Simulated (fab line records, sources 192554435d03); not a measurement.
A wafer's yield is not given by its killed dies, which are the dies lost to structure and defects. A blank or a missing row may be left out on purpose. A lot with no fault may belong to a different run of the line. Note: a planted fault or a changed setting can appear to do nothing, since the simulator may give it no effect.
Lot-split experiment    flow n5Finfet    21 wafers read from 7 lots, route of 1938 steps

## THE SPLIT ITSELF
At N5_BEOL_M2_VIA_ETCH_34 (etches the open film in C4F6/O2, target depth 69.4 nm, time 65.9 s), the setting sourceW was moved away from the recipe's 350 W on 9 of the 21 wafers read, by -16.8% to +9.1%. The other wafers ran this setting at the recipe's value.

The reading comes from the split's own step.

## THE READING
rfVppV, in V, at N5_BEOL_M2_VIA_ETCH_34 (etches the open film in C4F6/O2, target depth 69.4 nm, time 65.9 s). Fault-free wafers of this fab line usually give 666 V, standard deviation 13 V.

wafer   tool, chamber at the split  sourceW as run, W  against the recipe  rfVppV, V  against lot-mates on the recipe
L080.1  rieDiel-01, 1               377.1              +7.7%               638        -10
L080.3  rieDiel-01, 0               350                recipe              648        -
L080.6  rieDiel-01, 1               377.1              +7.7%               640        -8
L082.2  rieDiel-06, 1               382                +9.1%               624        -38
L082.4  rieDiel-06, 0               350                recipe              662        -
L082.6  rieDiel-06, 2               382                +9.1%               649        -13
L083.2  rieDiel-06, 3               297.6              -15.0%              740        +58
L083.3  rieDiel-06, 0               297.6              -15.0%              717        +35
L083.5  rieDiel-06, 3               350                recipe              682        -
L084.3  rieDiel-05, 2               350                recipe              676        -
L084.4  rieDiel-05, 1               291.1              -16.8%              745        +80
L084.5  rieDiel-05, 0               350                recipe              654        -
L088.1  rieDiel-06, 0               350                recipe              661        -
L088.3  rieDiel-06, 1               350                recipe              653        -
L088.5  rieDiel-06, 1               350                recipe              652        -
L097.1  rieDiel-01, 1               350                recipe              662        -
L097.4  rieDiel-01, 2               306.5              -12.4%              732        +70
L097.6  rieDiel-01, 0               306.5              -12.4%              691        +29
L096.1  rieDiel-06, 0               350                recipe              661        -
L096.2  rieDiel-06, 3               350                recipe              683        -
L096.5  rieDiel-06, 0               350                recipe              661        -

FIT RESULTS
A straight line over all 21 wafers: rfVppV changes by -3.99 V for each +1% of sourceW; r = -0.93; the points scatter about the line by 13 V.
The same after taking each lot's own level away (the mean of its wafers on the recipe; 21 wafers): -3.34 V for each +1%; r = -0.91; scatter 13 V.
On that fit, the largest move of sourceW shifts the reading by 56 V.
The lots' own levels span 648.0 to 682.0 V, that is 2.6 times the standard deviation above.
So the lot-to-lot level changes the slope: the two fits differ.
Check: for one of the wafers moved furthest among these (-16.8%), held out of the fit, the line's prediction against its lot-mates is +54 V. Against them it came out at +80 V.
Tool readings at the split's step, against how far the setting was moved: rfVppV r = -0.93.

## ADDITIONAL SPLITS CARRIED BY THESE WAFERS
These wafers also went through other splits before the reading. Each is held against what the fit with the lots' levels taken away leaves over:
other split on the same wafers  wafers away from the commonest value  r with rfVppV (lot level and that fit taken away)
N5_BEOL_M2_DESCUM_33 timeS      10                                    +0.10

## THE WHOLE CHAIN: every reading that the file lists as answering this split, in the file's order
step                    what it does                                                        reading                                                        change (the file's fit)                r (the file's)
N5_BEOL_M2_VIA_ETCH_34  etches the open film in C4F6/O2, target depth 69.4 nm, time 65.9 s  rfVppV                                                         -3.69 V for each +1% of the setting    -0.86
N5_BEOL_M2_VIA_ETCH_34  etches the open film in C4F6/O2, target depth 69.4 nm, time 65.9 s  etch.depthNm (the simulator's own value, which no gauge read)  +0.268 nm for each +1% of the setting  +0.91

## THE FILE'S OWN FIT
rfVppV changes by -3.69 V for each +1% of sourceW, r = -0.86.
